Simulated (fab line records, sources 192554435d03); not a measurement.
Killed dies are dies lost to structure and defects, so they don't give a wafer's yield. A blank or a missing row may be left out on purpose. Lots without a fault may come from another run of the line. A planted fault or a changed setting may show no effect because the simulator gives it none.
Chamber matching | flow n5_finfet | N5_BEOL_M1_STRIP_36 on rie_diel-04: 4 sister chambers
The step strips in N2/H2. 22 wafers are shown with their chamber, then 11 later ones without.

WAFERS WITH THEIR CHAMBER
wafer  | chamber | drypump_motor_current_A (A) | showerhead_plenum_p_Torr (Torr) | throttle_valve_pct (%)
L076.1 | 2       | 5.0                         | 2.46                            | 23.66
L076.2 | 0       | 5.1                         | 2.56                            | 23.44
L076.5 | 1       | 6.1                         | 2.65                            | 23.69
L078.1 | 0       | 5.2                         | 2.56                            | 23.43
L078.3 | 1       | 6.2                         | 2.65                            | 23.68
L078.6 | 1       | 6.2                         | 2.65                            | 23.70
L081.2 | 1       | 6.1                         | 2.64                            | 23.70
L081.5 | 1       | 6.1                         | 2.64                            | 23.74
L081.6 | 0       | 5.1                         | 2.55                            | 23.43
L084.4 | 2       | 5.0                         | 2.45                            | 23.68
L084.5 | 1       | 6.2                         | 2.64                            | 23.71
L084.6 | 2       | 5.0                         | 2.45                            | 23.67
L086.1 | 1       | 6.2                         | 2.64                            | 23.71
L086.2 | 3       | 5.3                         | 2.58                            | 23.58
L086.6 | 1       | 6.2                         | 2.64                            | 23.74
L087.4 | 2       | 5.0                         | 2.45                            | 23.69
L087.5 | 2       | 5.0                         | 2.45                            | 23.71
L087.6 | 3       | 5.3                         | 2.58                            | 23.57
L091.2 | 3       | 5.3                         | 2.57                            | 23.60
L091.3 | 0       | 5.1                         | 2.55                            | 23.46
L091.4 | 1       | 6.1                         | 2.64                            | 23.74
L093.3 | 2       | 5.0                         | 2.44                            | 23.71

SIGNATURES (means of the wafers above)
reading                  | chamber 0 | chamber 1 | chamber 2 | chamber 3 | scatter within a chamber
drypump_motor_current_A  | 5.125     | 6.156     | 5.000     | 5.300     | 0.0406
showerhead_plenum_p_Torr | 2.5550    | 2.6433    | 2.4500    | 2.5767    | 0.00561
throttle_valve_pct       | 23.4400   | 23.7122   | 23.6867   | 23.5833   | 0.0202
Rule: a wafer's distance from a chamber is the root of the sum, over the readings, of the square of ((its reading less the chamber's mean) divided by the reading's scatter). The wafer belongs to the nearest chamber; if the next one is less than 2 further off, it can't be placed. The scatter: the root of (the sum of the squares of (reading less its chamber's mean) over the shown wafers, divided by (wafers less chambers)).

WAFERS WITHOUT THEIR CHAMBER
wafer  | drypump_motor_current_A (A) | showerhead_plenum_p_Torr (Torr) | throttle_valve_pct (%)
L093.5 | 6.1                         | 2.63                            | 23.72
L093.6 | 5.1                         | 2.55                            | 23.47
L094.1 | 6.2                         | 2.63                            | 23.74
L094.4 | 5.0                         | 2.44                            | 23.71
L094.5 | 5.0                         | 2.44                            | 23.72
L096.2 | 5.3                         | 2.57                            | 23.60
L096.5 | 6.1                         | 2.63                            | 23.73
L096.6 | 5.0                         | 2.44                            | 23.70
L097.1 | 5.3                         | 2.57                            | 23.60
L097.3 | 5.0                         | 2.44                            | 23.74
L097.6 | 6.1                         | 2.63                            | 23.74

WHICH CHAMBER EACH WENT THROUGH
wafer  | from the rows above | in truth
L093.5 | 1                   | 1
L093.6 | 0                   | 0
L094.1 | 1                   | 1
L094.4 | 2                   | 2
L094.5 | 2                   | 2
L096.2 | 3                   | 3
L096.5 | 1                   | 1
L096.6 | 2                   | 2
L097.1 | 3                   | 3
L097.3 | 2                   | 2
L097.6 | 1                   | 1
Placed correctly: 11 of 11. Can't be placed from these rows: 0. Placed wrongly: 0.
